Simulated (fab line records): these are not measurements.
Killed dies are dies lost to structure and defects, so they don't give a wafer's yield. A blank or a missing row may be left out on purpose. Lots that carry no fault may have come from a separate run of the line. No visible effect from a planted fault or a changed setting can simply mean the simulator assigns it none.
A single fault, viewed from 2 desks	flow nand_harc	each desk has only its own numbers; what lay behind them comes last

TOOL OWNER'S DESK, litho_track-06
The tool's own readings at NHARC_P_M1_PEB_07 (peb time 65 s): means of the sampled wafers that have a number, for each lot that ran on this tool. Marked OUT: a lot whose mean sits more than 4 standard deviations from the usual mean, which makes it out of limits; the brackets give that distance.
Columns: A = heater_power_total_W at NHARC_P_M1_PEB_07, usual 156.6 W; B = plate_temp_C at NHARC_P_M1_PEB_07, usual 100.02 C; C = resist_line_temp_C at NHARC_P_M1_PEB_07, usual 23.00 C
lot	first seen here	A	B	C
L379	day 8 09:36	156.3	99.91	23.15
L378	day 8 12:19	156.8	99.96	23.06
L383	day 9 18:58	158.8 (+5.5) OUT	99.93	22.95
L389	day 11 04:29	159.9 (+8.3) OUT	99.87	22.98
This desk's finding: out of limits on L383, L389; first on L383, day 9 18:58 (heater_power_total_W at NHARC_P_M1_PEB_07). In limits: L379, L378.

METROLOGY DESK
Lot by lot, what the gauges showed, no matter which tool ran the lot: averages of those sampled wafers that carry a number. Marked OUT: a lot whose mean sits more than 4 standard deviations from the usual mean, which makes it out of limits; the brackets give that distance.
Columns: A = cd_nm at NHARC_P_M1_CD_MEAS_09, usual 130.3 nm; B = cd_nm at NHARC_P_M1_CD_MEAS_16, usual 130.2 nm
lot	first seen here	A	B
L370	day 6 05:01	130.2	129.9
L372	day 6 17:41	130.2	130.3
L371	day 6 20:37	130.1	131.0
L374	day 7 10:47	130.6	130.7
L376	day 7 15:49	130.7	130.5
L377	day 8 04:29	130.5	131.1
L379	day 8 09:41	129.9	130.4
L378	day 8 12:23	130.4	129.9
L380	day 8 14:52	130.4	129.0
L383	day 9 19:02	128.8	127.8
L389	day 11 04:34	129.4	129.2
L391	day 11 08:17	130.1	129.1
L390	day 11 08:34	129.4	129.1
Finding of this desk: none of the 13 lots has anything out of limits.

BROUGHT TOGETHER
The tool owner's desk could have raised an alarm at day 9 18:58, on L383, L389.
Metrology desk: nothing out of limits seen.
The metrology desk has L383, L389 on record, within its limits.
The lots listed all ran NHARC_P_M1_PEB_07 on litho_track-06.

WHAT THE SIMULATOR HAD INSERTED
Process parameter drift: litho_track-06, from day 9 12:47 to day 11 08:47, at NHARC_P_M1_PEB_07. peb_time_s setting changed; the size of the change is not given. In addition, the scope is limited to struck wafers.
Lots struck among those shown: L383, L389.
Each desk's first reading out of limits, in hours after the fault started: the tool owner's desk, 6.
